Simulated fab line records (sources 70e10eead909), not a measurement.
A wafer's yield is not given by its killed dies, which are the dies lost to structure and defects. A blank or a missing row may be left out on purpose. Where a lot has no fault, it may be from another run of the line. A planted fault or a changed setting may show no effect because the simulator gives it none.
A struck lot beside a sound one | flow nand_harc | 15 out of 1159 route steps
Sound: these wafers, L990.1, L990.2, L990.5. Struck: wafers L980.1, L980.2, L980.5. The cause is named last.
At each step with rows: each side's tool, then ch and its chambers, then its first start. Under that, the readings that differ: sound wafers | struck wafers | difference of the means | sigmas: that difference in standard deviations of wafers without a fault.
alike: readings whose means differ by less than 2 such deviations, and words and numbers that are the same on both sides. not compared: withheld readings, readings that some wafer has no value for, bounds like >300 that may hide the same value, and numbers for which the record gives no deviation and whose values overlap.
A row with sigmas, a row that says differs or no value, or rows on one side alone: a step with any of these is where the two part. When numbers do not overlap yet have no deviation, they are printed without sigmas and do not part them. A reading that every wafer of one side lacks parts them only if that side has two wafers or more.

first, 1 step without rows for these wafers: NHARC_A_ONON_D1_DEP_09 (target thk 1000 nm).
NHARC_A_ONON_D1_THK_MEAS_11: measures by ellipsometry.
  sound on film_metro-01, day 11 17:07; struck on film_metro-02, day 9 17:00
  reading     | sound          | struck      | difference | sigmas
  thk_nm (nm) | 1001 1000 1000 | 982 980 984 | -18        | -2
then, 1 step without rows for these wafers: NHARC_A_ONON_D1_DEP_12 (target thk 1000 nm).
NHARC_A_ONON_D1_THK_MEAS_14: measures by ellipsometry.
  sound on film_metro-01, day 11 17:41; struck on film_metro-01, day 9 17:34
  reading     | sound          | struck      | difference | sigmas
  thk_nm (nm) | 1016 1017 1017 | 993 995 993 | -23        | -2
then, 2 steps without rows for these wafers: NHARC_A_ONON_D1_ANNEAL_15 (time 3600 s); NHARC_A_ONON_D1_DEP_16 (target thk 1000 nm).
NHARC_A_ONON_D1_THK_MEAS_18: measures by ellipsometry.
  sound on film_metro-01, day 12 00:47; struck on film_metro-02, day 10 00:44
  alike: thk_nm
then, 1 step without rows for these wafers: NHARC_A_ONON_D1_DEP_19 (target thk 1000 nm).
NHARC_A_ONON_D1_THK_MEAS_21: measures by ellipsometry.
  sound on film_metro-01, day 12 01:21; struck on film_metro-02, day 10 01:18
  alike: thk_nm
then, 1 step without rows for these wafers: NHARC_A_ONON_D1_DEP_22 (target thk 1000 nm).
NHARC_A_ONON_D1_THK_MEAS_24: measures by ellipsometry.
  sound on film_metro-01, day 12 01:55; struck on film_metro-02, day 10 01:52
  reading     | sound          | struck      | difference | sigmas
  thk_nm (nm) | 1015 1013 1015 | 991 991 991 | -23        | -3
NHARC_A_ONON_D1_DEP_25: target thk 1000 nm.
  sound on pecvd_onon-02 ch 0, day 12 01:58; struck on pecvd_onon-04 ch 0, day 10 01:56
  alike: n2o_flow_sccm
NHARC_A_ONON_D1_THK_MEAS_27: measures by ellipsometry.
  sound on film_metro-01, day 12 02:29; struck on film_metro-01, day 10 02:26
  reading     | sound       | struck      | difference | sigmas
  thk_nm (nm) | 991 991 990 | 696 697 697 | -294       | -29
then, 1 step without rows for these wafers: NHARC_A_ONON_D1_DEP_28 (target thk 1000 nm).
-- the record jumps here: 11 days lie between the struck wafers' starts before and after (it left off in module A_ONON_D1 and takes up again in module END, whose first step shown is number 1159 of the route) --
NHARC_END_SORT_01:
  the record has rows for the struck wafers here (prober-01 ch 0, day 20 18:12) and none for the sound ones

## WHERE THEY PART
At NHARC_A_ONON_D1_THK_MEAS_11 first; at NHARC_END_SORT_01 last (within this record only).

WHY: the cause the simulator had injected
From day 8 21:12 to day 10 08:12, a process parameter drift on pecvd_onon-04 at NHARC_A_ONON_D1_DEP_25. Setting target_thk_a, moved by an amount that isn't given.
